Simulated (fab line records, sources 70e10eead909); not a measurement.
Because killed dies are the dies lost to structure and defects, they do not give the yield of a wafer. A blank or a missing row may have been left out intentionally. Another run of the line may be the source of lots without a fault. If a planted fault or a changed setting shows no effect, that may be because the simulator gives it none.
fab line records | flow nand-harc
[record] lots = 15 | wafers = 42 | last-day = 33
route steps=1302 shown A_SOURCE_PLATE@416 A_ONON_D1@437 A_CHANNEL_HOLE_D1@450 END@1302
lots that met no fault: taken from a fault-free run of the same line
start-h: hours from the record's opening day to when the first of the lot's shown wafers began | wait-h: hours elapsed since this lot's preceding step | " the same as in the row above | L1.1+2: a single row standing in for several wafers | - either no value or no given start | * or withheld: withheld | < > ~ a bound
route shown NAME@n: a module of which the file shows steps, and the number in the route of the first | usual: the fault-free wafers' mean and standard deviation | same: alike in all rows | chamber/n: place in a boat | sites: readings site by site | _std_site: how widely they spread, as a standard deviation | _edge_site: outer sites' mean less inner sites' | radius-mm: how far each site lies from the wafer's centre | mask NAME#n: copy n | behind: the last tool/chamber to shape the wafer | hold: reason for holding the lot/hours on hold/outcome of the hold | device: which transistor (n, p or np) failed to switch | end of line: the route-end tests of the same wafers | for a step that has no rows: nothing shown but its recipe | killed: count of dies lost to structure and defects at first sort (not the wafer's yield) | map: a wafer's dies, marking killed ones x, the rest . and places with no die _
set.NAME: the setting that was run; set.NAME@STEP: the one run at that earlier step | model.NAME: the simulator's own value behind a step, which no gauge read
a sample of lots followed through the steps of the route, with each step as a table and each wafer as a row
services: when a tool's chamber went out of use (start-h, in hours from the record's first day, below 0 if earlier), for how many hours, and the reason
[[steps]]
[step NHARC_A_SOURCE_PLATE_THK_MEAS_09]
[recipe] thk-meas-gauge = ellipsometry
[usual] thk-nm = 9.6/0.94
lot.wafer | tool          | chamber | start-h | wait-h | thk-nm
L649.1    | film-metro-02 | -       | 144.83  | 0.4    | 9.1
L649.3    | "             | -       | "       | "      | 10.9
L649.6    | "             | -       | "       | "      | 8.8
L650.2    | film-metro-02 | -       | 156.14  | 0.4    | 8.9
L650.3    | "             | -       | "       | "      | 10.7
L650.4    | "             | -       | "       | "      | 9.6
L651.1    | film-metro-01 | -       | 167.13  | 0.4    | 9.8
L651.2    | "             | -       | "       | "      | 9.0
L651.3    | "             | -       | "       | "      | 8.7
L653.2    | film-metro-01 | -       | 186.12  | 0.4    | 7.9
L653.3    | "             | -       | "       | "      | 10.0
L653.5    | "             | -       | "       | "      | 10.4
L655.2    | film-metro-01 | -       | 207.54  | 0.4    | 10.4
L655.5    | "             | -       | "       | "      | 10.7
L656.1    | film-metro-02 | -       | 217.75  | 0.4    | 10.7
L656.2    | "             | -       | "       | "      | 9.0
L656.5    | "             | -       | "       | "      | 10.6
L657.2    | film-metro-02 | -       | 229.64  | 0.4    | 9.9
L657.4    | "             | -       | "       | "      | 9.8
L658.2    | film-metro-01 | -       | 237.22  | 0.4    | 10.9
L658.3    | "             | -       | "       | "      | 10.7
L664.1    | film-metro-01 | -       | 302.77  | 0.4    | 8.3
L664.3    | "             | -       | "       | "      | 8.8
L664.4    | "             | -       | "       | "      | 10.0
L663.3    | film-metro-01 | -       | 302.78  | 0.4    | 9.6
L663.4    | "             | -       | "       | "      | 9.4
L663.6    | "             | -       | "       | "      | 8.9
L666.1    | film-metro-01 | -       | 321.14  | 0.4    | 10.8
L666.3    | "             | -       | "       | "      | 9.6
L666.4    | "             | -       | "       | "      | 9.5
L669.2    | film-metro-01 | -       | 348.80  | 0.4    | 11.2
L669.5    | "             | -       | "       | "      | 8.8
L669.6    | "             | -       | "       | "      | 9.2
L670.1    | film-metro-01 | -       | 348.81  | 0.4    | 9.9
L670.4    | "             | -       | "       | "      | 8.8
L670.5    | "             | -       | "       | "      | 11.0
L668.1    | film-metro-01 | -       | 358.04  | 0.4    | 10.0
L668.5    | "             | -       | "       | "      | 9.0
L668.6    | "             | -       | "       | "      | 8.8
L672.1    | film-metro-01 | -       | 380.67  | 4.6    | 8.7
L672.2    | "             | -       | "       | "      | 9.6
L672.6    | "             | -       | "       | "      | 10.1
[step NHARC_A_ONON_D1_THK_MEAS_18]
[recipe] thk-meas-gauge = ellipsometry
[usual] thk-nm = 1002/9.8
lot.wafer | tool          | chamber | start-h | wait-h | thk-nm
L649.1    | film-metro-01 | -       | 170.35  | -      | 990
L649.3    | "             | -       | "       | "      | 991
L649.6    | "             | -       | "       | "      | 990
L650.2    | film-metro-02 | -       | 179.94  | -      | 1016
L650.3    | "             | -       | "       | "      | 1017
L650.4    | "             | -       | "       | "      | 1015
L651.1    | film-metro-02 | -       | 191.25  | -      | 995
L651.2    | "             | -       | "       | "      | 997
L651.3    | "             | -       | "       | "      | 995
L653.2    | film-metro-02 | -       | 212.73  | -      | 999
L653.3    | "             | -       | "       | "      | 999
L653.5    | "             | -       | "       | "      | 1001
L655.2    | film-metro-02 | -       | 230.64  | -      | 1002
L655.5    | "             | -       | "       | "      | 1005
L656.1    | film-metro-01 | -       | 246.95  | -      | 996
L656.2    | "             | -       | "       | "      | 997
L656.5    | "             | -       | "       | "      | 995
L657.2    | film-metro-01 | -       | 254.02  | -      | 1024
L657.4    | "             | -       | "       | "      | 1024
L658.2    | film-metro-01 | -       | 262.16  | -      | 991
L658.3    | "             | -       | "       | "      | 993
L663.3    | film-metro-01 | -       | 326.00  | -      | 1006
L663.4    | "             | -       | "       | "      | 1008
L663.6    | "             | -       | "       | "      | 1007
L664.1    | film-metro-02 | -       | 326.00  | -      | 1010
L664.3    | "             | -       | "       | "      | 1011
L664.4    | "             | -       | "       | "      | 1008
L666.1    | film-metro-02 | -       | 344.62  | -      | 983
L666.3    | "             | -       | "       | "      | 982
L666.4    | "             | -       | "       | "      | 981
L670.1    | film-metro-02 | -       | 372.71  | -      | 1001
L670.4    | "             | -       | "       | "      | 1002
L670.5    | "             | -       | "       | "      | 1001
L669.2    | film-metro-02 | -       | 372.72  | -      | 1004
L669.5    | "             | -       | "       | "      | 1004
L669.6    | "             | -       | "       | "      | 1004
L668.1    | film-metro-02 | -       | 388.42  | -      | 996
L668.5    | "             | -       | "       | "      | 996
L668.6    | "             | -       | "       | "      | 996
L672.1    | film-metro-02 | -       | 403.81  | -      | 991
L672.2    | "             | -       | "       | "      | 993
L672.6    | "             | -       | "       | "      | 992
[step NHARC_A_ONON_D1_DEP_22]
[recipe] target-thk-a = 10000 | n2-flow-sccm = 2750 | n2o-flow-sccm = 2000 | nh3-flow-sccm = 500 | sih4-flow-sccm = 210 | temp-c = 400
lot.wafer  | tool          | chamber | start-h | wait-h
L649.1+3+6 | pecvd-onon-03 | 0       | 170.97  | 0.1
L650.2+3+4 | pecvd-onon-04 | 0       | 180.62  | 0.1
L651.1+2+3 | pecvd-onon-04 | 0       | 191.87  | 0.1
L653.2+3+5 | pecvd-onon-01 | 0       | 213.40  | 0.1
L655.2+5   | pecvd-onon-01 | 0       | 231.32  | 0.1
L656.1+2+5 | pecvd-onon-03 | 0       | 247.56  | 0.1
L657.2+4   | pecvd-onon-01 | 0       | 254.70  | 0.1
L658.2+3   | pecvd-onon-01 | 0       | 262.84  | 0.1
L664.1+3+4 | pecvd-onon-03 | 0       | 326.63  | 0.1
L663.3+4+6 | pecvd-onon-01 | 0       | 326.74  | 0.2
L666.1+3+4 | pecvd-onon-01 | 0       | 345.24  | 0.1
L670.1+4+5 | pecvd-onon-04 | 0       | 373.34  | 0.1
L669.2+5+6 | pecvd-onon-01 | 0       | 373.53  | 0.2
L668.1+5+6 | pecvd-onon-01 | 0       | 389.04  | 0.1
L672.1+2+6 | pecvd-onon-04 | 0       | 404.43  | 0.1
[step NHARC_A_ONON_D1_THK_MEAS_24]
[recipe] thk-meas-gauge = ellipsometry
[usual] thk-nm = 998/10
lot.wafer | tool          | chamber | start-h | wait-h | thk-nm
L649.1    | film-metro-02 | -       | 171.48  | -      | 985
L649.3    | "             | -       | "       | "      | 987
L649.6    | "             | -       | "       | "      | 986
L650.2    | film-metro-01 | -       | 181.07  | -      | 995
L650.3    | "             | -       | "       | "      | 995
L650.4    | "             | -       | "       | "      | 993
L651.1    | film-metro-02 | -       | 192.38  | -      | 998
L651.2    | "             | -       | "       | "      | 1000
L651.3    | "             | -       | "       | "      | 999
L653.2    | film-metro-01 | -       | 213.85  | -      | 995
L653.3    | "             | -       | "       | "      | 993
L653.5    | "             | -       | "       | "      | 993
L655.2    | film-metro-02 | -       | 231.77  | -      | 1535
L655.5    | "             | -       | "       | "      | 989
L656.1    | film-metro-01 | -       | 248.07  | -      | 1009
L656.2    | "             | -       | "       | "      | 1009
L656.5    | "             | -       | "       | "      | 1008
L657.2    | film-metro-01 | -       | 255.15  | -      | 1547
L657.4    | "             | -       | "       | "      | 1000
L658.2    | film-metro-01 | -       | 263.29  | -      | 1553
L658.3    | "             | -       | "       | "      | 1554
L663.3    | film-metro-02 | -       | 327.13  | -      | 999
L663.4    | "             | -       | "       | "      | 1002
L663.6    | "             | -       | "       | "      | 1000
L664.1    | film-metro-01 | -       | 327.14  | -      | 987
L664.3    | "             | -       | "       | "      | 988
L664.4    | "             | -       | "       | "      | 987
L666.1    | film-metro-01 | -       | 345.75  | -      | 995
L666.3    | "             | -       | "       | "      | 995
L666.4    | "             | -       | "       | "      | 995
L670.1    | film-metro-02 | -       | 373.85  | -      | 1029
L670.4    | "             | -       | "       | "      | 1030
L670.5    | "             | -       | "       | "      | 1028
L669.2    | film-metro-02 | -       | 373.98  | -      | 1001
L669.5    | "             | -       | "       | "      | 997
L669.6    | "             | -       | "       | "      | 1000
L668.1    | film-metro-01 | -       | 389.55  | -      | 997
L668.5    | "             | -       | "       | "      | 996
L668.6    | "             | -       | "       | "      | 993
L672.1    | film-metro-02 | -       | 404.95  | -      | 984
L672.2    | "             | -       | "       | "      | 983
L672.6    | "             | -       | "       | "      | 983
[step NHARC_A_CHANNEL_HOLE_D1_DEP_00]
[recipe] target-thk-a = 31000 | temp-c = 400 | material = aC
[usual] throttle-valve-pct = 35.000/0.0077
lot.wafer | tool       | chamber | start-h | wait-h | throttle-valve-pct
L649.1    | acl-dep-01 | 0       | 173.25  | 0.1    | 35.015
L649.3    | "          | 0       | "       | "      | 35.001
L649.6    | "          | 0       | "       | "      | 34.989
L650.2    | acl-dep-02 | 0       | 183.14  | 0.4    | 34.994
L650.3    | "          | 0       | "       | "      | 35.004
L650.4    | "          | 0       | "       | "      | 34.999
L651.1    | acl-dep-03 | 0       | 200.06  | 6.0    | 34.997
L651.2    | "          | 0       | "       | "      | 35.017
L651.3    | "          | 0       | "       | "      | 34.988
L653.2    | acl-dep-03 | 0       | 215.90  | 0.4    | 34.997
L653.3    | "          | 0       | "       | "      | 34.998
L653.5    | "          | 0       | "       | "      | 35.011
L655.5    | acl-dep-03 | 0       | 235.82  | 2.4    | 35.019
L656.1    | acl-dep-03 | 0       | 253.65  | 3.9    | 35.009
L656.2    | "          | 0       | "       | "      | 34.993
L656.5    | "          | 0       | "       | "      | 35.008
L657.4    | acl-dep-01 | 0       | 259.86  | 3.0    | 34.994
L664.1    | acl-dep-03 | 0       | 329.59  | 0.7    | 35.005
L664.3    | "          | 0       | "       | "      | 34.981
L664.4    | "          | 0       | "       | "      | 34.994
L663.3    | acl-dep-01 | 0       | 329.86  | 1.0    | 35.001
L663.4    | "          | 0       | "       | "      | 34.997
L663.6    | "          | 0       | "       | "      | 35.011
L666.1    | acl-dep-02 | 0       | 349.38  | 1.9    | 34.993
L666.3    | "          | 0       | "       | "      | 34.997
L666.4    | "          | 0       | "       | "      | 35.007
L670.1    | acl-dep-03 | 0       | 382.37  | 0.1    | 35.002
L670.4    | "          | 0       | "       | "      | 35.008
L670.5    | "          | 0       | "       | "      | 35.015
L669.2    | acl-dep-02 | 0       | 382.97  | 0.6    | 34.990
L669.5    | "          | 0       | "       | "      | 34.993
L669.6    | "          | 0       | "       | "      | 35.004
L668.1    | acl-dep-03 | 0       | 391.30  | 0.1    | 35.017
L668.5    | "          | 0       | 392.56  | 1.3    | 35.008
L668.6    | "          | 0       | "       | "      | 34.998
L672.1    | acl-dep-02 | 0       | 406.85  | 0.2    | 35.013
L672.2    | "          | 0       | "       | "      | 34.999
L672.6    | "          | 0       | 408.39  | 1.8    | 34.998
[step NHARC_END_SORT_01]
[recipe] temp-c = 25
[usual] killed-at-array = 52/16 | killed-at-other = 0.8/1.1 | killed-at-periphery = 4.2/2.5 | killed-dies = 57/16 | killed-open = 3.4/2 | killed-short = 2.6/1.6
[same] gross-dies = 677
lot.wafer | tool      | chamber | start-h | wait-h | killed-at-array | killed-at-other | killed-at-periphery | killed-dies | killed-open | killed-short
L651.1    | prober-02 | 0       | 610.32  | 2.5    | 53              | 1               | 2                   | 56          | 2           | 1
L651.2    | prober-02 | 0       | 611.12  | 2.8    | 43              | 0               | 6                   | 49          | 7           | 3
L651.3    | prober-02 | 0       | 611.92  | 3.1    | 40              | 1               | 0                   | 41          | 1           | 3
L655.2    | prober-01 | 0       | 612.83  | 2.8    | 674             | 0               | 3                   | 677         | 9           | 0
L655.5    | prober-01 | 0       | 615.22  | 3.7    | 19              | 0               | 3                   | 22          | 2           | 5
L656.1    | prober-01 | 0       | 634.23  | 2.4    | 72              | 2               | 1                   | 75          | 2           | 2
L656.2    | prober-01 | 0       | 635.03  | 2.7    | 60              | 2               | 2                   | 64          | 1           | 1
L656.5    | prober-01 | 0       | 637.41  | 3.7    | 76              | 1               | 6                   | 83          | 3           | 3
L657.2    | prober-02 | 0       | 635.10  | 2.8    | 671             | 2               | 4                   | 677         | 6           | 2
L657.4    | prober-02 | 0       | 636.68  | 3.4    | 42              | 5               | 4                   | 51          | 3           | 2
L658.2    | prober-01 | 0       | 660.67  | 2.8    | 672             | 1               | 4                   | 677         | 3           | 1
L658.3    | prober-01 | 0       | 661.46  | 3.1    | 670             | 0               | 7                   | 677         | 4           | 2
L663.3    | prober-01 | 0       | 709.83  | 3.1    | 46              | 2               | 2                   | 50          | 1           | 3
L663.4    | prober-01 | 0       | 710.64  | 3.4    | 31              | 0               | 2                   | 33          | 1           | 5
L663.6    | prober-01 | 0       | 712.25  | 4.0    | 36              | 0               | 2                   | 38          | 4           | 0
L670.1    | prober-01 | 0       | 761.49  | 2.5    | 44              | 1               | 5                   | 50          | 2           | 4
L670.4    | prober-01 | 0       | 763.88  | 3.4    | 47              | 1               | 2                   | 50          | 1           | 1
L670.5    | prober-01 | 0       | 764.68  | 3.7    | 51              | 0               | 7                   | 58          | 4           | 3
L669.2    | prober-01 | 0       | 770.08  | 2.8    | 52              | 0               | 3                   | 55          | 3           | 2
L669.5    | prober-01 | 0       | 772.49  | 3.7    | 62              | 1               | 3                   | 66          | 2           | 0
L669.6    | prober-01 | 0       | 773.29  | 4.0    | 72              | 0               | 3                   | 75          | 6           | 1
// killed by level:class
L651.1 A_CHANNEL_HOLE_D1:chamber-film-flake=27 A_CHANNEL_HOLE_D2:chamber-film-flake=9 A_CONTACT:chamber-film-flake=8 A_STAIRCASE:chamber-film-flake=3 A_M1:chamber-film-flake=2 A_STAIRCASE:geometric-particle:open=1 A_WL_FILL:geometric-particle:short=1 A_CONTACT:geometric-particle:open=1
L651.2 A_CHANNEL_HOLE_D1:chamber-film-flake=18 A_CONTACT:chamber-film-flake=7 A_CHANNEL_HOLE_D2:chamber-film-flake=6 P_CONTACT:geometric-particle:open=3 A_STAIRCASE:chamber-film-flake=3 A_DECK1_JOINT:geometric-particle:open=2 A_CHANNEL_FILL_D1:geometric-particle:short=1 A_DECK1_JOINT:geometric-particle:short=1
L651.3 A_CHANNEL_HOLE_D1:chamber-film-flake=21 A_CHANNEL_HOLE_D2:chamber-film-flake=8 A_CONTACT:chamber-film-flake=3 A_STAIRCASE:chamber-film-flake=2 A_ONON_D1:geometric-particle:open=1 A_CHANNEL_HOLE_D2:geometric-particle:short=1 A_WL_FILL:geometric-particle:short=1 STARTING-WAFER:geometric-particle:short=1
L655.2 A_ONON_D1:area-dep=652 A_CHANNEL_HOLE_D2:chamber-film-flake=5 A_CHANNEL_FILL_D2:chamber-film-flake=4 A_CONTACT:chamber-film-flake=3 A_CHANNEL_FILL_D1:geometric-particle:open=2 A_WL_FILL:geometric-particle:open=2 A_M1:geometric-particle:open=2 A_M1:chamber-film-flake=2
L655.5 A_CHANNEL_HOLE_D2:chamber-film-flake=7 A_CHANNEL_FILL_D1:geometric-particle:short=3 P_ZERO_WELL:chamber-film-flake=2 A_CHANNEL_FILL_D2:chamber-film-flake=2 A_STAIRCASE:chamber-film-flake=2 P_CONTACT:geometric-particle:short=1 A_ONON_D1:geometric-particle:short=1 A_ONON_D1:geometric-particle:open=1
L656.1 A_CHANNEL_HOLE_D1:chamber-film-flake=29 A_SLIT:chamber-film-flake=25 A_CHANNEL_HOLE_D2:chamber-film-flake=7 A_BONDPAD:chamber-film-flake=4 A_STAIRCASE:chamber-film-flake=3 THIN_TSV:chamber-film-flake=2 A_CHANNEL_FILL_D1:geometric-particle:open=1 A_DECK1_JOINT:geometric-particle:short=1
L656.2 A_CHANNEL_HOLE_D1:chamber-film-flake=25 A_SLIT:chamber-film-flake=18 A_CHANNEL_HOLE_D2:chamber-film-flake=8 A_STAIRCASE:chamber-film-flake=3 A_WL_FILL:chamber-film-flake=2 A_BONDPAD:chamber-film-flake=2 THIN_TSV:chamber-film-flake=2 P_M0:geometric-particle:open=1
L657.2 A_ONON_D1:area-dep=626 A_CHANNEL_HOLE_D1:chamber-film-flake=18 A_CHANNEL_HOLE_D2:chamber-film-flake=15 A_CHANNEL_FILL_D1:geometric-particle:open=2 A_WL_FILL:geometric-particle:short=2 A_WL_FILL:geometric-particle:open=2 P_STI:chamber-film-flake=2 A_CONTACT:chamber-film-flake=2
L657.4 A_CHANNEL_HOLE_D1:chamber-film-flake=18 A_CHANNEL_HOLE_D2:chamber-film-flake=8 THIN_TSV:chamber-film-flake=5 A_CONTACT:chamber-film-flake=4 A_STAIRCASE:chamber-film-flake=4 P_GATE:geometric-particle:open=2 P_STI:chamber-film-flake=2 A_SLIT:chamber-film-flake=2
L656.5 A_SLIT:chamber-film-flake=31 A_CHANNEL_HOLE_D1:chamber-film-flake=17 A_CHANNEL_HOLE_D2:chamber-film-flake=10 A_BONDPAD:chamber-film-flake=6 P_M2:chamber-film-flake=4 A_STAIRCASE:chamber-film-flake=4 A_CONTACT:chamber-film-flake=2 P_CONTACT:geometric-particle:short=1
L658.2 A_ONON_D1:area-dep=639 A_CHANNEL_HOLE_D2:chamber-film-flake=12 A_STAIRCASE:chamber-film-flake=6 A_WL_FILL:chamber-film-flake=4 A_CHANNEL_HOLE_D1:chamber-film-flake=3 A_SLIT:chamber-film-flake=3 P_M2:chamber-film-flake=2 P_BONDPAD:chamber-film-flake=2
L658.3 A_ONON_D1:area-dep=643 A_CHANNEL_HOLE_D2:chamber-film-flake=13 A_STAIRCASE:chamber-film-flake=4 A_SLIT:chamber-film-flake=3 P_STI:chamber-film-flake=2 P_BONDPAD:chamber-film-flake=2 P_GATE:geometric-particle:open=1 P_CONTACT:geometric-particle:open=1
L663.3 A_CHANNEL_HOLE_D1:chamber-film-flake=33 A_STAIRCASE:chamber-film-flake=4 A_SLIT:chamber-film-flake=2 A_CONTACT:chamber-film-flake=2 A_ONON_D1:geometric-particle:open=1 A_ONON_D1:geometric-particle:short=1 A_CHANNEL_HOLE_D1:geometric-particle:short=1 P_ZERO_WELL:chamber-film-flake=1
L663.4 A_CHANNEL_HOLE_D1:chamber-film-flake=20 A_ONON_D1:geometric-particle:short=2 A_WL_FILL:geometric-particle:short=2 P_STI:chamber-film-flake=2 A_STAIRCASE:chamber-film-flake=2 A_CONTACT:chamber-film-flake=2 A_CHANNEL_FILL_D1:geometric-particle:short=1 A_WL_FILL:geometric-particle:open=1
L663.6 A_CHANNEL_HOLE_D1:chamber-film-flake=25 A_STAIRCASE:chamber-film-flake=4 A_CONTACT:chamber-film-flake=3 P_CONTACT:geometric-particle:open=1 A_CHANNEL_FILL_D1:geometric-particle:open=1 A_DECK1_JOINT:geometric-particle:open=1 A_M0:geometric-particle:open=1 P_STI:chamber-film-flake=1
L670.1 A_CHANNEL_HOLE_D2:chamber-film-flake=17 A_SLIT:chamber-film-flake=9 A_CHANNEL_HOLE_D1:chamber-film-flake=6 A_CONTACT:chamber-film-flake=4 P_GATE:chamber-film-flake=3 A_ONON_D2:geometric-particle:short=2 A_WL_FILL:chamber-film-flake=2 P_M1:geometric-particle:open=1
L670.4 A_CHANNEL_HOLE_D2:chamber-film-flake=22 A_CHANNEL_HOLE_D1:chamber-film-flake=10 A_SLIT:chamber-film-flake=6 A_STAIRCASE:chamber-film-flake=3 A_CHANNEL_FILL_D2:chamber-film-flake=2 A_WL_FILL:chamber-film-flake=2 STARTING-WAFER:geometric-particle:open=1 A_CHANNEL_FILL_D2:geometric-particle:short=1
L670.5 A_CHANNEL_HOLE_D1:chamber-film-flake=17 A_CHANNEL_HOLE_D2:chamber-film-flake=17 A_SLIT:chamber-film-flake=7 P_GATE:chamber-film-flake=3 A_STAIRCASE:chamber-film-flake=3 A_CONTACT:chamber-film-flake=3 P_CONTACT:geometric-particle:open=1 P_M0:geometric-particle:open=1
L669.2 A_SLIT:chamber-film-flake=18 A_CHANNEL_HOLE_D2:chamber-film-flake=14 A_CHANNEL_HOLE_D1:chamber-film-flake=6 A_CONTACT:chamber-film-flake=4 A_STAIRCASE:chamber-film-flake=3 A_WL_FILL:chamber-film-flake=2 P_M0:geometric-particle:open=1 A_DECK1_JOINT:geometric-particle:short=1
L669.5 A_SLIT:chamber-film-flake=22 A_CHANNEL_HOLE_D2:chamber-film-flake=21 A_CHANNEL_HOLE_D1:chamber-film-flake=8 A_CONTACT:chamber-film-flake=5 P_M1:chamber-film-flake=2 A_DECK1_JOINT:chamber-film-flake=2 A_STAIRCASE:chamber-film-flake=2 A_CHANNEL_FILL_D2:geometric-particle:open=1
L669.6 A_SLIT:chamber-film-flake=29 A_CHANNEL_HOLE_D2:chamber-film-flake=20 A_CHANNEL_HOLE_D1:chamber-film-flake=9 A_CONTACT:chamber-film-flake=3 A_CONTACT:geometric-particle:open=2 P_GATE:chamber-film-flake=2 A_DECK1_JOINT:chamber-film-flake=2 A_STAIRCASE:chamber-film-flake=2
[[services]]
tool          | chamber | start-h | hours | kind
pecvd-onon-01 | -       | 185.13  | 0.8   | repair
acl-dep-01    | -       | 186.27  | 13.0  | pm
pecvd-onon-03 | -       | 227.00  | 13.0  | pm
acl-dep-02    | -       | 245.96  | 13.0  | pm
pecvd-onon-01 | -       | 269.24  | 13.0  | pm
acl-dep-03    | -       | 299.45  | 13.0  | pm
pecvd-onon-04 | -       | 311.54  | 13.0  | pm
acl-dep-01    | -       | 368.29  | 13.0  | pm
pecvd-onon-03 | -       | 408.00  | 13.0  | pm
[[key]]
[first-sign] step = NHARC_A_ONON_D1_THK_MEAS_24 | reading = thk-nm | direction = up | sigmas = 53 | usual = 998 | struck = 1547
[effect] step = NHARC_END_SORT_01 | reading = killed-at-array | direction = up | sigmas = 39 | usual = 52 | struck = 672
[more-kills-born-at] NHARC_A_ONON_D1_DEP_22@pecvd-onon-01 = 2560
met-at NHARC_A_ONON_D1_DEP_22
struck-lots L655,L657,L658
struck-wafers L655.2,L657.2,L658.2,L658.3
later-rows-left-out L655.2,L657.2,L658.2,L658.3
tester-left-out L655,L657,L658
not-acting-at NHARC_A_SOURCE_PLATE_THK_MEAS_09,NHARC_A_ONON_D1_THK_MEAS_18,NHARC_A_CHANNEL_HOLE_D1_DEP_00
onset-between 213.40 231.32
[fault] kind = process-parameter-drift | tool = pecvd-onon-01 | chamber = - | onset-h = 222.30 | steps = NHARC_A_ONON_D1_DEP_22 | channel = target-thk-a | offset = * | shape = step | end-h = 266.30 | scope = struck-wafers-only | acts-in = * | stated = *
// tester-left-out: of these lots the tester's yield and bins aren't shown, on N5 and GAA mostly nor the transistor test; their killed dies are dies lost to structure and defects alone, not to doping, threshold or leakage, so they don't give the yield
// later-rows-left-out: the simulator's readings of these wafers behind a module that went badly wrong aren't trusted and aren't shown, but for the sort
